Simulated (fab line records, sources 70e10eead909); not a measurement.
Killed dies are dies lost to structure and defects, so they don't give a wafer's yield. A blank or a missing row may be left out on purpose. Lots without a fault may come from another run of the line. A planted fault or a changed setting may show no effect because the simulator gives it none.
Chamber matching | flow nand_harc | NHARC_A_M1_DEP_33 on pecvd-02: 3 sister chambers
The step deposits SiCN, target thk 30 nm. 14 wafers are shown with their chamber, then 7 later ones without.

WAFERS WITH THEIR CHAMBER
wafer  | chamber | heater_power_w (W)
L082.2 | 2       | 573
L082.3 | 0       | 560
L082.5 | 2       | 568
L084.1 | 0       | 574
L084.3 | 1       | 615
L084.5 | 2       | 573
L085.1 | 2       | 561
L085.2 | 0       | 551
L085.6 | 0       | 551
L091.1 | 2       | 591
L091.3 | 0       | 610
L091.6 | 0       | 610
L090.1 | 2       | 558
L090.3 | 0       | 595

SIGNATURES (means of the wafers above)
reading        | chamber 0 | chamber 1 | chamber 2 | scatter within a chamber
heater_power_w | 578.71    | 615.00    | 570.67    | 20.9
Rule: a wafer's distance from a chamber is the root of the sum, over the readings, of the square of ((its reading less the chamber's mean) divided by the reading's scatter). The wafer belongs to the nearest chamber; if the next one is less than 2 further off, it can't be placed. The scatter: the root of (the sum of the squares of (reading less its chamber's mean) over the shown wafers, divided by (wafers less chambers)).

WAFERS WITHOUT THEIR CHAMBER
wafer  | heater_power_w (W)
L090.5 | 603
L097.1 | 629
L097.3 | 568
L097.6 | 630
L097.2 | 611
L097.4 | 621
L097.5 | 562

WHICH CHAMBER EACH WENT THROUGH
wafer  | from the rows above          | in truth
L090.5 | can't be placed: 1 or 0 or 2 | 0
L097.1 | can't be placed: 1 or 0      | 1
L097.3 | can't be placed: 2 or 0      | 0
L097.6 | can't be placed: 1 or 0      | 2
L097.2 | can't be placed: 1 or 0 or 2 | 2
L097.4 | can't be placed: 1 or 0      | 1
L097.5 | can't be placed: 2 or 0      | 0
Placed correctly: 0 of 7. Can't be placed from these rows: 7 (the true chamber is among the candidates in 6). Placed wrongly: 0.
